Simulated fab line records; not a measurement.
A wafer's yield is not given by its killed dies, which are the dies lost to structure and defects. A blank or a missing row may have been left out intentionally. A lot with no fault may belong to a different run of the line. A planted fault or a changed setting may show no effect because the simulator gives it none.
Chamber matching | flow nandHarc | NHARC_A_DECK1_JOINT_ETCHBACK_00 on rieSi-04 has 4 sister chambers
The step etches the open film in HBr, target depth 30 nm, time 17.4 s. 14 wafers are shown with their chamber, then 6 later ones without.

WAFERS PAIRED WITH THEIR CHAMBERS
wafer  | chamber | drypumpMotorCurrentA (A) | oesProductAu (a.u.) | rfFwdPowerW (W)
L796.1 | 2       | 5.6                      | 1.005               | 342.7
L796.2 | 3       | 6.2                      | 1.008               | 342.1
L796.6 | 1       | 5.9                      | 0.977               | 341.6
L797.1 | 1       | 5.9                      | 0.983               | 343.7
L797.3 | 0       | 6.5                      | 0.991               | 343.5
L797.5 | 3       | 6.3                      | 1.009               | 343.1
L804.2 | 1       | 5.9                      | 1.005               | 340.8
L804.5 | 2       | 5.6                      | 1.001               | 343.9
L809.1 | 2       | 5.6                      | 0.985               | 342.7
L809.4 | 0       | 6.5                      | 0.982               | 343.7
L809.5 | 1       | 6.0                      | 1.010               | 341.4
L812.2 | 1       | 6.0                      | 1.002               | 342.1
L812.4 | 3       | 6.2                      | 0.999               | 343.5
L812.5 | 0       | 6.5                      | 0.986               | 341.9

SIGNATURES (averages over the wafers above)
reading              | chamber 0 | chamber 1 | chamber 2 | chamber 3 | scatter within a chamber
drypumpMotorCurrentA | 6.500     | 5.940     | 5.600     | 6.233     | 0.0432
oesProductAu         | 0.98633   | 0.99540   | 0.99700   | 1.00533   | 0.0108
rfFwdPowerW          | 343.033   | 341.920   | 343.100   | 342.900   | 0.937
Rule: distance of a wafer from a chamber = root of the sum over the readings of ((wafer's reading minus chamber's mean) / reading's scatter) squared. The wafer belongs to the nearest chamber; if the next one is less than 2 further off, it can't be placed. The scatter: the root of (the sum of the squares of (reading less its chamber's mean) over the shown wafers, divided by (wafers less chambers)).

WAFERS WITH NO CHAMBER GIVEN
wafer  | drypumpMotorCurrentA (A) | oesProductAu (a.u.) | rfFwdPowerW (W)
L815.1 | 6.2                      | 1.003               | 342.6
L815.3 | 6.0                      | 1.023               | 340.8
L815.6 | 5.6                      | 1.003               | 342.1
L817.2 | 6.5                      | 0.989               | 342.1
L817.3 | 6.2                      | 1.008               | 343.6
L817.5 | 5.6                      | 0.999               | 343.3

WHICH CHAMBER EACH ONE RAN IN
wafer  | from the rows above | in truth
L815.1 | 3                   | 3
L815.3 | 1                   | 1
L815.6 | 2                   | 2
L817.2 | 0                   | 0
L817.3 | 3                   | 3
L817.5 | 2                   | 2
Correct placement for 6 of the 6. Can't be placed from these rows: 0. Number placed wrongly: 0.
